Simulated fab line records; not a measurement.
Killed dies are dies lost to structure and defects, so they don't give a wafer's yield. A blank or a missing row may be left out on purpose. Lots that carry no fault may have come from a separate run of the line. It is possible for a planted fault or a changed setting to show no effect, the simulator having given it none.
Code-filled problem report in 8D (eight disciplines) form | flow n5 finfet | the parts of the form that need people (team, actions taken, sign-off) are left out

## 1. WHAT WENT WRONG
Wafers without a fault read 55.6 nm, standard deviation 1; trench depth nm at N5_BEOL_M2_OCD_MEAS_38 reads a mean of 62.2 nm on 9 wafers belonging to 3 lots. That is +6.6 standard deviations from the usual mean.
First seen on wafer L912.1, day 9 19:02, on ocd-01. Wafers with a number at this step in the record: 27, from 9 lots. By rule, "out" or "out of limits" means more than 4 standard deviations away from the usual mean. The rest of the wafers with a number are treated as sound.

## 2. WHAT IT IS AND WHAT IT IS NOT
question                    | is                     | is not
which readings at this step | trench depth nm        | -
which lots                  | L912, L913, L915       | L904, L906, L909, L910, L920, L923
which wafers of those lots  | all that have a number | -
read on which gauges        | ocd-01, ocd-02         | -
when                        | from day 9 19:02       | up to then (12 sound wafers); but 6 sound wafers of L920, L923 came after

## 3. SUSPECTS, AND WHAT RULES EACH OUT
Counting: any tool at a process step up to the reading is kept as a suspect provided that every lot that is out went through it and no sound lot did after the first of them.
- the gauge at N5_BEOL_M2_OCD_MEAS_38 is ruled out. 2 gauges (ocd-01, ocd-02) read the wafers that are out.
- rie diel-01 at N5_BEOL_M2_TRENCH_ETCH_37 (etches SiOC in C4F6/O2, target depth 55.555 nm, time 29.2 s): kept. All lots that are out passed through it, beginning with L912 at day 9 18:53, and no sound lot followed; its final sound lot before that point was L909 at day 9 01:01. Its own readings are out on those wafers: run length s.
Remaining after the count: rie diel-01 at N5_BEOL_M2_TRENCH_ETCH_37.

## 4. THE CAUSE (what the simulator had put in)
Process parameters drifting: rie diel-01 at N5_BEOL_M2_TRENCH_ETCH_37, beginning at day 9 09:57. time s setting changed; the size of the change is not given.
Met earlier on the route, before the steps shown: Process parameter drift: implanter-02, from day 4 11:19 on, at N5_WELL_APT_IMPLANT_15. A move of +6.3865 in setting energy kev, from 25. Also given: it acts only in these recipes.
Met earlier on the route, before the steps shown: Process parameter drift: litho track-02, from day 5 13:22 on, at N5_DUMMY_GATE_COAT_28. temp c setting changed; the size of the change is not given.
Counting left only this tool.

## 5. THE EFFECT CHAIN, in route order
Each row: a reading where the mean over the struck wafers with a number is more than 3 standard deviations away from the usual. Only readings whose record carries a usual standard deviation are examined. hours: median over the lots of the time between each lot's start at the first step of this table that gives one and its start at this step. sigmas: the change, counted in usual standard deviations.
hours | step                      | reading         | usual       | on struck wafers | change | sigmas
0     | N5_BEOL_M2_TRENCH_ETCH_37 | run length s    | 52.6 s      | 55.8             | +3.2   | +9.4
0     | N5_BEOL_M2_OCD_MEAS_38    | trench depth nm | 55.6 nm     | 62.2             | +6.6   | +6.6
4     | N5_BEOL_M2_RS_MEAS_58     | M2_RS           | 0.68 ohm/sq | 0.57             | -0.11  | -3.1
Process steps it contains:
- N5_BEOL_M2_TRENCH_ETCH_37: etches SiOC in C4F6/O2, target depth 55.555 nm, time 29.2 s.
At these later measuring or inspecting steps, every struck wafer for which the step has a row has a number for every such reading, and none has moved that far: N5_BEOL_M4_RC_MEAS_101.

## 6. WHAT WOULD HAVE CAUGHT IT SOONER
Counted from the fault's start at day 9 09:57, it took 9 hours until the first out-of-limits reading at a measuring or inspecting step in this record, taken at day 9 19:02.
At N5_BEOL_M2_TRENCH_ETCH_37, the tool's own readings (run length s) were out on each struck wafer the step has a row for, so an alarm limit on them would have fired on the first such wafer.
Lots out: 3; of these, L913, L915 started N5_BEOL_M2_TRENCH_ETCH_37 on rie diel-01 after day 9 19:02. A hold on the tool at that time would have spared those 2.
